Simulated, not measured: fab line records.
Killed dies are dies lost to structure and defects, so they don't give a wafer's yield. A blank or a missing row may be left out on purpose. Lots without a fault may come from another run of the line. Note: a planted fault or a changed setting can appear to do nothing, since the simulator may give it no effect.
Split-lot study + flow n5-finfet + 7 lots, 21 wafers read, on a route of 1938 steps

THE SPLIT ITSELF
At N5_BEOL_M9_EXPOSE_08 (exposes mask M9), the setting dose-mj was moved away from the recipe's 53.75 on 6 of the 21 wafers read, by -4.8% to +7.0%. The other wafers ran this setting at the recipe's value.

FROM THE SPLIT TO THE READING: what the file shows between them, 15 steps
- N5_BEOL_M9_PEB_09: peb time 60 s
- N5_BEOL_M9_DEVELOP_10: develop time 30 s
- N5_BEOL_M9_CD_MEAS_11: target cd 64.1 nm
- N5_BEOL_M9_DESCUM_16: chemistry O2, time 7.9 s
- N5_BEOL_M9_ETCH_61: etches SiARC in CF4, target depth 39 nm, time 65 s
- N5_BEOL_M9_ETCH_62: etches SOC in N2/H2, target depth 110 nm, overetch 22 nm, time 165 s
- N5_BEOL_M9_STRIP_68: strips in N2/H2
- N5_BEOL_M9_STRIP_67: strips in CF4
- N5_BEOL_M9_HM_OPEN_17: chemistry Cl2/BCl3, target TiN, target depth 20 nm, overetch 6 nm
- N5_BEOL_M9_STRIP_19: strips in O2
- N5_BEOL_M9_CD_MEAS_18: pitch 140 nm, target cd 70 nm
- N5_BEOL_M9_COAT_63: time 60 s, resist thk 60 nm
- N5_BEOL_M9_COAT_64: time 60 s, resist thk 12 nm
- N5_BEOL_M9_PRECLEAN_42: cleans in residue remover, time 60 s
- N5_BEOL_M9_SRD_43: time 30 s

THE READING
cd-nm, in nm, at N5_BEOL_M9_CD_MEAS_35 (target cd 70 nm, target cd y 40 nm). Fault-free wafers of this fab line usually give 69.9 nm, standard deviation 0.63 nm.

| wafer  | tool, chamber at the split | dose-mj as run | against the recipe | cd-nm, nm | against lot-mates on the recipe |
|--------|----------------------------|----------------|--------------------|-----------|---------------------------------|
| L078.1 | arfi-scanner-01, 0         | 53.75          | recipe             | 69.6      | -                               |
| L078.3 | arfi-scanner-01, 0         | 53.75          | recipe             | 70.5      | -                               |
| L078.5 | arfi-scanner-01, 0         | 52.22          | -2.8%              | 68.3      | -1.8                            |
| L079.3 | arfi-scanner-01, 0         | 53.75          | recipe             | 70.4      | -                               |
| L079.4 | arfi-scanner-01, 0         | 53.75          | recipe             | 70.3      | -                               |
| L079.6 | arfi-scanner-01, 0         | 53.75          | recipe             | 70.1      | -                               |
| L081.3 | arfi-scanner-03, 0         | 56.78          | +5.6%              | 72.2      | +2.4                            |
| L081.4 | arfi-scanner-03, 0         | 53.75          | recipe             | 70.0      | -                               |
| L081.6 | arfi-scanner-03, 0         | 53.75          | recipe             | 69.6      | -                               |
| L085.1 | arfi-scanner-02, 0         | 53.75          | recipe             | 70.7      | -                               |
| L085.2 | arfi-scanner-02, 0         | 53.75          | recipe             | 70.0      | -                               |
| L085.3 | arfi-scanner-02, 0         | 53.75          | recipe             | 69.7      | -                               |
| L089.1 | arfi-scanner-01, 0         | 57.49          | +7.0%              | 73.5      | +4.1                            |
| L089.3 | arfi-scanner-01, 0         | 53.75          | recipe             | 69.4      | -                               |
| L089.4 | arfi-scanner-01, 0         | 57.49          | +7.0%              | 74.2      | +4.8                            |
| L092.2 | arfi-scanner-01, 0         | 53.75          | recipe             | 70.8      | -                               |
| L092.3 | arfi-scanner-01, 0         | 53.75          | recipe             | 71.2      | -                               |
| L092.5 | arfi-scanner-01, 0         | 51.18          | -4.8%              | 67.3      | -3.7                            |
| L093.1 | arfi-scanner-03, 0         | 53.75          | recipe             | 71.1      | -                               |
| L093.4 | arfi-scanner-03, 0         | 53.75          | recipe             | 70.7      | -                               |
| L093.6 | arfi-scanner-03, 0         | 57.23          | +6.5%              | 73.3      | +2.4                            |

FIT RESULTS
A straight line over all 21 wafers: cd-nm changes by +0.506 nm for each +1% of dose-mj; r = +0.94; the points scatter about the line by 0.56 nm.
The same after taking each lot's own level away (the mean of its wafers on the recipe; 21 wafers): +0.574 nm for each +1%; r = +0.96; scatter 0.51 nm.
That fit puts the effect of the largest move of dose-mj on the reading at 4 nm.
Across the lots, their own levels run from 69.40 to 71.00 nm, a range of 2.5 times the standard deviation given above.
In other words, the slope is changed by the lot-to-lot level; the two fits disagree.
Check: with one of the wafers moved furthest among these (+7.0%) left out of the fit, the line predicts +3.81 nm for it against its lot-mates. Against them it came out at +4.1 nm.

THESE WAFERS: OTHER SPLITS
These wafers also went through other splits before the reading. Each is held against what the fit with the lots' levels taken away leaves over:
| other split on the same wafers     | wafers away from the commonest value | r with cd-nm (lot level and that fit taken away) |
|------------------------------------|--------------------------------------|--------------------------------------------------|
| N5_BEOL_M5_ETCH_68 bias-w          | 9                                    | -0.16                                            |
| N5_BEOL_M5_ETCH_41 source-w        | 7                                    | -0.06                                            |
| N5_BEOL_M7_PECVD_70 temp-c         | 6                                    | -0.15                                            |
| N5_BEOL_M7_TRENCH_ETCH_37 source-w | 12                                   | +0.17                                            |
| N5_BEOL_M8_ETCH_65 source-w        | 8                                    | +0.28                                            |
| N5_BEOL_M8_TRENCH_ETCH_37 bias-w   | 3                                    | -0.41                                            |

THE WHOLE CHAIN: every reading that the file lists as answering this split, in the file's order
| step                  | what it does                                                         | reading                                                               | change (the file's fit)               | r (the file's) |
|-----------------------|----------------------------------------------------------------------|-----------------------------------------------------------------------|---------------------------------------|----------------|
| N5_BEOL_M9_CD_MEAS_11 | target cd 64.1 nm                                                    | cd-nm                                                                 | +0.516 nm for each +1% of the setting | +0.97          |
| N5_BEOL_M9_ETCH_61    | etches SiARC in CF4, target depth 39 nm, time 65 s                   | BEOL_M9.cd-offset-nm (the simulator's own value, which no gauge read) | +0.523 nm for each +1% of the setting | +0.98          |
| N5_BEOL_M9_ETCH_62    | etches SOC in N2/H2, target depth 110 nm, overetch 22 nm, time 165 s | BEOL_M9.cd-offset-nm (the simulator's own value, which no gauge read) | +0.53 nm for each +1% of the setting  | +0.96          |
| N5_BEOL_M9_HM_OPEN_17 | chemistry Cl2/BCl3, target TiN, target depth 20 nm, overetch 6 nm    | BEOL_M9.cd-offset-nm (the simulator's own value, which no gauge read) | +0.547 nm for each +1% of the setting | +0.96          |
| N5_BEOL_M9_CD_MEAS_18 | pitch 140 nm, target cd 70 nm                                        | cd-nm                                                                 | +0.558 nm for each +1% of the setting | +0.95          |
| N5_BEOL_M9_CD_MEAS_35 | target cd 70 nm, target cd y 40 nm                                   | cd-nm                                                                 | +0.539 nm for each +1% of the setting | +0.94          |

FILE'S OWN FIT
cd-nm changes by +0.539 nm for each +1% of dose-mj, r = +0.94.
